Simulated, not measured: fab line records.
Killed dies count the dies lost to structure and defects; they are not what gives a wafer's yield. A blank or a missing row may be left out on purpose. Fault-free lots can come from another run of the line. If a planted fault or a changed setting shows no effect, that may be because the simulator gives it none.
fab line records	flow nand-harc
record lots=12	wafers=36	last-day=25
route steps=1159 shown P_ZERO_WELL@67 P_GATE@124 END@1159
lots untouched by any fault: they come from a run of this same line in which no faults occurred
start-h: hours from the record's opening day to when the first of the lot's shown wafers began	wait-h: how many hours have passed since the lot's step before this one	" the same as in the row above	L1.1+2: one row covering several wafers at once	- no value, or no start given	* or withheld: withheld	< > ~ a bound
route shown NAME@n: NAME is a module with steps in the file, n the number in the route of the first one	usual: the fault-free wafers' mean and standard deviation	same: alike in all rows	chamber/n: place in a boat	sites: per-site readings	_std_site: how widely they spread, as a standard deviation	_edge_site: outer sites' mean less inner sites'	radius-mm: how far each site lies from the wafer's centre	mask NAME#n: copy n	behind: the last tool/chamber to shape the wafer	hold: the reason the lot was held/the length of the hold in hours/how it ended	device: the n, p or np transistor that did not switch	end of line: the route-end tests of the same wafers	for a step that has no rows: nothing shown but its recipe	killed: not the wafer's yield, but the dies lost to structure and defects at the first sort	map: the dies of a wafer, with x for killed, . for not killed, _ for no die there
set.NAME: setting as actually run; set.NAME@STEP: the setting as run at that earlier step	model.NAME: the simulator's own value behind a step, which no gauge read
the route's steps for a sample of lots (tables are steps, rows are wafers)
services: when a tool's chamber went out of use (start-h, in hours from the record's first day, below 0 if earlier), for how many hours, and the reason
## steps
# step NHARC_P_ZERO_WELL_RTA_42
# recipe temp-c=1100	time-s=300
# usual lamp-power-pct=36.9/1.8	lamp_zone_5_pct=36.9/1.8	wafer_temp_C_max=1104.6/1.2
lot.wafer	tool	chamber	start-h	wait-h	lamp-power-pct	lamp_zone_5_pct	wafer_temp_C_max
L691.2	rtp-anneal-01	0	24.99	-	38.7	38.8	1105.5
L691.3	"	0	"	"	38.8	38.7	1104.9
L691.6	"	0	"	"	38.8	38.8	1104.3
L693.1	rtp-anneal-01	0	37.02	-	38.7	38.8	1104.7
L693.5	"	0	"	"	38.7	38.8	1106.6
L693.6	"	0	"	"	38.7	38.7	1104.9
L694.1	rtp-anneal-02	0	43.01	-	35.2	35.1	1103.1
L694.4	"	0	"	"	35.1	35.1	1102.9
L694.6	"	0	"	"	35.1	35.2	1104.9
L695.1	rtp-anneal-02	0	48.85	-	35.1	35.1	1104.4
L695.4	"	0	"	"	35.1	35.1	1103.1
L695.6	"	0	"	"	35.1	35.1	1104.9
L697.1	rtp-anneal-01	0	60.93	-	38.7	38.8	1104.8
L697.3	"	0	"	"	38.8	38.7	1106.2
L697.4	"	0	"	"	38.7	38.7	1105.2
L700.3	rtp-anneal-02	0	79.12	-	35.1	35.2	1103.4
L700.5	"	0	"	"	35.1	35.1	1104.4
L700.6	"	0	"	"	35.1	35.1	1103.1
L702.1	rtp-anneal-01	0	91.02	-	38.9	38.7	1103.0
L702.4	"	0	"	"	38.8	38.7	1104.8
L702.6	"	0	"	"	38.7	38.7	1105.4
L703.1	rtp-anneal-02	0	96.64	-	35.0	35.1	1104.2
L703.2	"	0	"	"	35.1	35.0	1103.9
L703.6	"	0	"	"	35.0	35.1	1103.9
L706.1	rtp-anneal-01	0	114.87	-	38.7	38.8	1103.8
L706.2	"	0	"	"	38.8	38.7	1106.1
L706.4	"	0	"	"	38.8	38.9	1105.5
L707.1	rtp-anneal-01	0	121.01	-	38.7	38.7	1107.4
L707.3	"	0	"	"	38.7	38.8	1104.5
L707.4	"	0	"	"	38.8	38.7	1107.0
L708.1	rtp-anneal-02	0	126.83	-	35.1	35.1	1104.3
L708.5	"	0	"	"	35.1	35.1	1104.6
L708.6	"	0	"	"	35.2	35.1	1103.0
L712.2	rtp-anneal-01	0	150.77	-	38.7	38.8	1107.5
L712.4	"	0	"	"	38.8	38.8	1105.4
L712.5	"	0	"	"	38.7	38.8	1105.5
# step NHARC_P_GATE_DESCUM_13
# recipe time-s=3	o2-flow-sccm=200	ar-flow-sccm=0	bias-power-w=0	chemistry=O2
# usual chamber-pressure-mTorr=60.01/0.053	drypump-motor-current-A=5.8/0.46	oes-product-au=0.998/0.0093	rf-vpp-V=57.8/0.89	showerhead-plenum-p-Torr=1.91/0.089	throttle-valve-pct=11.310/0.0081
lot.wafer	tool	chamber	start-h	wait-h	chamber-pressure-mTorr	drypump-motor-current-A	oes-product-au	rf-hours-counter-h	rf-vpp-V	showerhead-plenum-p-Torr	throttle-valve-pct
L691.2	rie-diel-04	0	76.38	-	60.08	5.8	1.020	24	59.2	1.97	11.305
L691.3	"	3	"	"	60.03	5.1	0.992	25	56.7	1.83	11.303
L691.6	"	1	"	"	60.04	5.5	1.001	-	58.5	2.06	11.314
L693.1	rie-diel-13	3	89.76	-	60.04	5.4	0.982	58	57.1	1.80	11.309
L693.5	"	3	"	"	59.98	5.4	0.978	-	56.6	1.80	11.314
L693.6	"	0	"	"	59.91	5.6	0.997	-	57.6	1.96	11.315
L694.1	rie-diel-04	3	97.43	-	60.12	5.1	1.002	29	56.1	1.83	11.314
L694.4	"	1	"	"	60.02	5.4	0.987	23	58.2	2.05	11.321
L694.6	"	2	"	"	59.96	5.8	0.998	-	57.1	1.90	11.314
L695.4	rie-diel-06	1	103.16	-	60.01	6.5	0.993	8	59.1	2.02	11.325
L695.1	"	3	"	"	60.05	6.2	1.005	13	58.4	1.79	11.316
L695.6	"	1	"	"	60.07	6.5	1.002	-	57.1	2.02	11.318
L697.3	rie-diel-13	0	116.17	-	60.02	5.7	0.986	3	57.9	1.96	11.307
L697.1	"	1	"	"	60.00	5.3	1.007	0	57.5	1.83	11.318
L697.4	"	2	"	"	60.00	6.6	1.005	3	58.1	1.78	11.315
L700.3	rie-diel-04	3	136.02	-	60.01	5.1	0.989	3	56.2	1.83	11.305
L700.6	"	1	"	"	59.98	5.5	0.993	-	58.3	2.05	11.318
L700.5	"	2	"	"	59.99	5.8	0.994	-	57.9	1.90	11.316
L703.2	rie-diel-04	0	150.64	-	60.06	5.8	0.992	4	58.6	1.96	11.323
L703.1	"	1	"	"	60.11	5.5	0.991	4	57.4	2.05	11.311
L703.6	"	3	"	"	59.95	5.1	0.985	-	57.9	1.83	11.325
L702.4	rie-diel-06	0	150.81	-	59.94	5.9	1.007	28	57.0	1.97	11.316
L702.1	"	1	"	"	59.99	6.5	1.013	23	58.6	2.02	11.315
L702.6	"	3	"	"	59.99	6.3	0.998	-	57.5	1.79	11.312
L706.4	rie-diel-13	3	169.80	-	60.00	5.4	0.988	21	58.2	1.79	11.313
L706.1	"	1	"	"	60.04	5.3	1.001	21	58.3	1.83	11.316
L706.2	"	2	"	"	59.99	6.5	1.008	23	56.8	1.78	11.312
L707.1	rie-diel-13	3	177.30	-	59.89	5.4	0.998	25	56.3	1.79	11.313
L707.3	"	0	"	"	59.91	5.6	0.996	24	56.8	1.95	11.311
L707.4	"	1	"	"	59.99	5.3	1.001	25	58.0	1.83	11.312
L708.1	rie-diel-04	3	182.93	-	59.94	5.1	0.983	9	57.5	1.83	11.304
L708.5	"	3	"	"	60.11	5.1	0.979	-	57.5	1.83	11.302
L708.6	"	0	"	"	59.99	5.8	0.987	-	59.3	1.96	11.308
L712.2	rie-diel-13	2	208.37	-	60.02	6.5	1.006	37	57.1	1.77	11.308
L712.4	"	0	"	"	60.04	5.6	0.979	35	57.3	1.95	11.295
L712.5	"	2	"	"	60.13	6.5	1.015	-	57.2	1.77	11.307
# step NHARC_P_GATE_DEP_103
# recipe target-thk-a=300	target-thk-nm=30	temp-c=400	flow-sccm=200	rf-w=350	material=SiON
# usual heater-power-w=744/130
lot.wafer	tool	chamber	start-h	wait-h	heater-power-w
L691.2	pecvd-01	1	91.62	0.5	614
L691.3	"	2	"	"	906
L691.6	"	0	"	"	717
L693.1	pecvd-04	0	103.80	0.6	603
L693.6	"	0	"	"	603
L693.5	"	1	"	"	956
L694.1	pecvd-01	1	112.64	0.6	624
L694.6	"	2	"	"	931
L694.4	"	0	"	"	795
L694.1	pecvd-01	1	113.31	0.6	598
L694.6	"	2	"	"	909
L694.4	"	0	"	"	784
L695.1	pecvd-01	0	117.82	0.6	777
L695.6	"	2	"	"	778
L695.4	"	0	"	"	765
L697.3	pecvd-03	2	129.04	0.3	706
L697.1	"	0	"	"	896
L697.4	"	0	"	"	890
L700.3	pecvd-03	0	149.01	0.5	994
L700.6	"	0	"	"	980
L700.5	"	2	"	"	736
L703.1	pecvd-01	2	163.23	0.6	872
L703.2	"	1	"	"	578
L703.6	"	1	"	"	604
L703.1	pecvd-01	2	163.84	0.6	914
L703.2	"	1	"	"	593
L703.6	"	1	"	"	587
L702.1	pecvd-01	2	164.04	0.7	822
L702.4	"	2	"	"	859
L702.6	"	0	"	"	768
L706.1	pecvd-03	2	184.67	0.5	739
L706.2	"	0	"	"	965
L706.4	"	0	"	"	962
L707.3	pecvd-03	2	192.64	0.4	635
L707.1	"	0	"	"	862
L707.4	"	0	"	"	863
L708.1	pecvd-03	0	197.00	0.6	830
L708.6	"	1	"	"	703
L708.5	"	0	"	"	831
L712.2	pecvd-03	2	222.21	0.5	725
L712.4	"	0	"	"	954
L712.5	"	2	"	"	728
# step NHARC_P_GATE_STRIP_101
# recipe time-s=20	o2-flow-sccm=500	ar-flow-sccm=0	bias-w=0	chemistry=O2
# usual chamber-pressure-mTorr=59.99/0.062	drypump-motor-current-A=5.8/0.44	oes-product-au=0.999/0.0074	rf-vpp-V=57.7/0.89	showerhead-plenum-p-Torr=3.53/0.15	throttle-valve-pct=17.037/0.009
lot.wafer	tool	chamber	start-h	wait-h	chamber-pressure-mTorr	drypump-motor-current-A	oes-product-au	rf-hours-counter-h	rf-vpp-V	showerhead-plenum-p-Torr	throttle-valve-pct
L691.2	rie-diel-06	3	103.40	0.1	59.97	6.3	1.000	13	56.9	3.32	17.027
L691.3	"	0	"	"	60.02	5.9	1.002	13	56.8	3.64	17.025
L691.6	"	3	"	"	59.91	6.3	1.002	-	56.1	3.32	17.030
L693.1	rie-diel-13	0	116.50	0.1	60.02	5.6	0.990	3	58.6	3.61	17.053
L693.5	"	1	"	"	59.95	5.3	0.996	-	57.2	3.39	17.033
L693.6	"	2	"	"	60.02	6.6	1.004	-	57.0	3.30	17.032
L694.1	rie-diel-04	0	125.20	0.1	60.06	5.9	0.996	1	56.5	3.62	17.037
L694.6	"	1	"	"	59.97	5.5	1.000	-	57.8	3.77	17.033
L694.4	"	0	"	"	60.02	5.9	1.006	-	58.1	3.62	17.038
L695.1	rie-diel-04	1	129.75	0.1	60.06	5.5	0.997	2	58.2	3.77	17.025
L695.4	"	2	"	"	60.06	5.8	1.004	1	58.5	3.51	17.046
L695.6	"	0	"	"	60.01	5.8	1.001	-	57.8	3.62	17.033
L697.1	rie-diel-04	0	140.67	0.1	59.99	5.8	0.998	3	58.3	3.62	17.047
L697.3	"	1	"	"	59.98	5.4	1.006	3	59.1	3.77	17.026
L697.4	"	2	"	"	59.98	5.8	1.005	2	58.0	3.50	17.034
L700.3	rie-diel-04	2	162.88	0.1	60.08	5.8	1.004	5	57.6	3.50	17.038
L700.5	"	0	"	"	60.02	5.8	0.994	-	57.7	3.61	17.034
L700.6	"	1	"	"	60.00	5.5	0.993	-	58.4	3.77	17.032
L703.2	rie-diel-04	0	175.68	0.1	60.02	5.9	1.002	8	57.1	3.61	17.037
L703.1	"	2	"	"	59.99	5.8	1.000	6	55.5	3.50	17.031
L703.6	"	0	"	"	60.03	5.8	0.995	-	59.0	3.61	17.044
L702.1	rie-diel-04	3	179.29	0.1	59.94	5.1	0.993	9	57.1	3.38	17.027
L702.4	"	0	"	"	59.93	5.9	0.992	9	58.4	3.61	17.031
L702.6	"	2	"	"	59.91	5.9	0.995	-	57.7	3.50	17.063
L706.2	rie-diel-13	2	196.52	0.2	60.00	6.5	1.008	33	55.3	3.29	17.046
L706.1	"	3	"	"	59.94	5.4	1.005	30	56.6	3.31	17.034
L706.4	"	0	"	"	59.97	5.6	0.989	30	58.3	3.59	17.043
L707.1	rie-diel-06	0	207.54	0.4	59.99	5.9	1.004	50	58.5	3.62	17.045
L707.3	"	2	"	"	60.11	6.5	0.988	52	58.4	3.61	17.025
L707.4	"	2	"	"	60.05	6.4	0.994	-	57.6	3.61	17.039
L708.1	rie-diel-04	2	208.93	0.1	59.91	5.9	0.991	17	56.9	3.50	17.045
L708.6	"	3	"	"	59.98	5.1	0.993	-	57.9	3.38	17.038
L708.5	"	0	"	"	59.94	5.8	0.986	-	58.9	3.61	17.039
L712.2	rie-diel-04	1	236.06	0.1	60.04	5.5	1.000	23	59.4	3.76	17.041
L712.4	"	2	"	"	59.97	5.8	1.001	21	58.0	3.49	17.038
L712.5	"	1	"	"	60.00	5.5	1.001	-	58.0	3.76	17.027
# step NHARC_END_SORT_01
# recipe temp-c=25
# usual killed-at-array=26/11	killed-at-other=0.4/0.78	killed-at-periphery=3.4/2.4	killed-dies=29/11	killed-open=3.1/1.9	killed-short=1.9/1.4
# same gross-dies=677
lot.wafer	tool	chamber	start-h	wait-h	killed-at-array	killed-at-other	killed-at-periphery	killed-dies	killed-open	killed-short
L703.1	prober-01	0	565.20	2.4	31	0	4	35	1	0
L703.2	prober-01	0	565.99	2.7	43	0	2	45	1	0
L703.6	prober-01	0	569.15	4.0	36	2	1	39	1	1
# killed by level:class
L703.1 A_CHANNEL_HOLE_D1:chamber-film-flake=13 A_SLIT:chamber-film-flake=8 A_CONTACT:chamber-film-flake=6 P_ZERO_WELL:chamber-film-flake=2 P_GATE:chamber-film-flake=2 A_STAIRCASE:chamber-film-flake=2 A_M1:geometric-particle:open=1 A_SGD_CUT:chamber-film-flake=1
L703.2 A_CHANNEL_HOLE_D1:chamber-film-flake=18 A_SLIT:chamber-film-flake=13 A_CONTACT:chamber-film-flake=7 A_SGD_CUT:chamber-film-flake=2 A_STAIRCASE:geometric-particle:open=1 P_ZERO_WELL:chamber-film-flake=1 P_GATE:chamber-film-flake=1 A_STAIRCASE:chamber-film-flake=1
L703.6 A_SLIT:chamber-film-flake=15 A_CHANNEL_HOLE_D1:chamber-film-flake=14 A_CONTACT:chamber-film-flake=5 HYBRID_BOND:chamber-film-flake=2 A_SGD_CUT:geometric-particle:open=1 A_WL_FILL:geometric-particle:short=1 P_ZERO_WELL:chamber-film-flake=1
## services
tool	chamber	start-h	hours	kind
pecvd-04	-	14.00	13.0	pm
rie-diel-04	0	17.53	-	clean
rie-diel-04	1	17.53	-	clean
rie-diel-04	2	17.53	-	clean
rie-diel-04	3	17.53	-	clean
pecvd-04	0	37.61	1.9	repair
rie-diel-04	0	42.03	-	clean
pecvd-01	-	56.14	13.0	pm
rie-diel-06	-	64.27	9.0	pm
rie-diel-06	1	79.75	8.4	repair
pecvd-01	1	94.93	4.9	repair
rie-diel-13	-	99.08	9.0	pm
pecvd-03	-	111.09	13.0	pm
rie-diel-04	-	112.00	9.0	pm
pecvd-04	1	115.35	6.2	repair
pecvd-01	2	123.60	4.8	repair
pecvd-04	1	130.74	51.2	repair
rtp-anneal-02	-	162.90	3.9	repair
pecvd-04	2	182.93	9.7	repair
rie-diel-06	3	190.61	4.7	repair
pecvd-04	-	195.00	13.0	pm
rie-diel-06	1	199.82	13.2	repair
rie-diel-04	-	212.19	0.4	repair
pecvd-01	2	226.68	5.0	repair
## key
first-sign step=NHARC_P_GATE_DEP_103	reading=visit	direction=added
effect none on later readings
met-at NHARC_P_GATE_DEP_103
struck-lots L694,L703
tester-left-out L694,L703
not-acting-at NHARC_P_ZERO_WELL_RTA_42,NHARC_P_GATE_DESCUM_13,NHARC_P_GATE_STRIP_101
fault kind=repeated-step-whole	tool=pecvd-01,pecvd-03,pecvd-04	chamber=-	onset-h=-	steps=NHARC_P_GATE_DEP_103	times=1	scope=struck-lots-only
# tester-left-out: of these lots the tester's yield and bins aren't shown, on N5 and GAA mostly nor the transistor test; their killed dies are dies lost to structure and defects alone, not to doping, threshold or leakage, so they don't give the yield
